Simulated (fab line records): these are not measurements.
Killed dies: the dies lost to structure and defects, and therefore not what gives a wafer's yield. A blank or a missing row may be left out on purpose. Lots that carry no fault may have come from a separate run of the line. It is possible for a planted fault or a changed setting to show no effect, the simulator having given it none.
What tool caused it? | flow nand_harc | Sampling: 13 lots, 38 wafers, 4 of 1302 route steps

## WHAT THE GAUGES READ, wafer by wafer
NHARC_A_ZERO_WELL_INSPECT_17.
lot  | measured     | on                | raw_defect_count
L958 | day 7 05:19  | defect_inspect-02 | 12 18 14
L960 | day 7 20:41  | defect_inspect-01 | 8 10 10
L961 | day 8 01:49  | defect_inspect-02 | 22 13 21
L963 | day 9 02:04  | defect_inspect-02 | 10 12 14
L964 | day 9 03:31  | defect_inspect-02 | 6 9 4
L965 | day 9 15:32  | defect_inspect-01 | 28 16 16
L966 | day 10 04:32 | defect_inspect-02 | 7 11 6
L970 | day 11 17:31 | defect_inspect-01 | 9 4 8
L971 | day 12 03:54 | defect_inspect-02 | 7 2
L976 | day 14 09:37 | defect_inspect-01 | 5 5 3
L977 | day 14 13:48 | defect_inspect-01 | 2 4 12
L978 | day 15 08:36 | defect_inspect-01 | 9 4 11
L980 | day 16 05:52 | defect_inspect-02 | 16 17 10

NHARC_A_ONON_D1_THK_MEAS_18: measures by ellipsometry.
lot  | measured     | on            | thk_nm (nm)
L958 | day 8 11:17  | film_metro-02 | 1001 1002 1003
L960 | day 9 05:38  | film_metro-02 | 987 987 989
L961 | day 9 05:37  | film_metro-01 | 999 1001 999
L963 | day 10 11:00 | film_metro-01 | 1000 1002 1000
L964 | day 10 11:00 | film_metro-02 | 1011 1011 1012
L965 | day 11 07:56 | film_metro-01 | 1018 1016 1017
L966 | day 11 13:31 | film_metro-01 | 991 992 991
L970 | day 12 23:33 | film_metro-02 | 976 978 977
L971 | day 13 10:35 | film_metro-02 | 993 993
L976 | day 15 17:58 | film_metro-02 | 1003 1003 1003
L977 | day 15 17:59 | film_metro-01 | 977 976 977
L978 | day 16 16:42 | film_metro-01 | 1011 1012 1013
L980 | day 17 14:34 | film_metro-02 | 1007 1007 1007

NHARC_A_ONON_D1_THK_MEAS_30: measures by ellipsometry.
lot  | measured     | on            | thk_nm (nm)
L958 | day 8 13:34  | film_metro-02 | 991 994 992
L960 | day 9 07:54  | film_metro-02 | 1010 1010 1008
L961 | day 9 07:54  | film_metro-02 | 1001 1001 1003
L963 | day 10 13:16 | film_metro-02 | 988 984 986
L964 | day 10 13:18 | film_metro-01 | 1004 1004 1003
L965 | day 11 10:13 | film_metro-02 | 1000 997 1000
L966 | day 11 15:47 | film_metro-02 | 995 996 994
L970 | day 13 01:49 | film_metro-01 | 999 999 996
L971 | day 13 12:52 | film_metro-02 | 1108 980
L976 | day 15 20:14 | film_metro-02 | 1011 1012 1013
L977 | day 15 20:14 | film_metro-01 | 1001 1002 1003
L978 | day 16 18:58 | film_metro-01 | 1002 1004 1002
L980 | day 17 16:49 | film_metro-01 | 1005 1003 1003

## WHICH TOOL RAN EACH LOT (tool, then ch and the chambers of the sampled wafers, then the start)
lot  | NHARC_A_ONON_D1_DEP_28
L958 | pecvd_onon-02 ch 0, day 8 13:02
L960 | pecvd_onon-01 ch 0, day 9 07:23
L961 | pecvd_onon-04 ch 0, day 9 07:30
L963 | pecvd_onon-01 ch 0, day 10 12:52
L964 | pecvd_onon-04 ch 0, day 10 12:46
L965 | pecvd_onon-04 ch 0, day 11 09:41
L966 | pecvd_onon-04 ch 0, day 11 15:17
L970 | pecvd_onon-01 ch 0, day 13 01:22
L971 | pecvd_onon-04 ch 0, day 13 12:25
L976 | pecvd_onon-02 ch 0, day 15 19:44
L977 | pecvd_onon-04 ch 0, day 15 19:53
L978 | pecvd_onon-04 ch 0, day 16 18:28
L980 | pecvd_onon-04 ch 0, day 17 16:19
- NHARC_A_ONON_D1_DEP_28: target thk 1000 nm.

## AS READ BY THE TOOLS THEMSELVES (means over the sampled wafers that have a number; for cases with no such wafer, the mark the record gives instead)
The record holds no such reading with a usual standard deviation.

## THE ANSWER, worked out from the rows above alone
Rule: the lots themselves supply what counts as usual. The widest of any qualifying gaps counts: lots, ordered by their means at a reading, are off when they make up no more than a third of the lots, leave a main group of 4 or more, and stand apart from it by 3 or more times the standard deviation of that group's means. The tables above print the reading to a certain number of digits; a main group whose means all agree to those digits is not used. Also off: a lot with no number at a reading for which 4 or more lots have one. All remaining lots with rows at the step are treated as sound. The gauges are gone through in route order, then the tools' own readings, and for those a lot's mean is taken as printed above. At the first step where some lot is off, the reading lying furthest off is the one used; lots without a number count as furthest.
Off at NHARC_A_ONON_D1_THK_MEAS_30 (thk_nm): L971. The main group: mean 1000 nm, standard deviation 6.8.
If a tool, at a process step before that reading, ran all the lots that are off and no sound lot after the first of them, it fits. The gauges at NHARC_A_ONON_D1_THK_MEAS_30 are tried like those tools. Of those tried, none fits.

## WHAT THE SIMULATOR PUT IN
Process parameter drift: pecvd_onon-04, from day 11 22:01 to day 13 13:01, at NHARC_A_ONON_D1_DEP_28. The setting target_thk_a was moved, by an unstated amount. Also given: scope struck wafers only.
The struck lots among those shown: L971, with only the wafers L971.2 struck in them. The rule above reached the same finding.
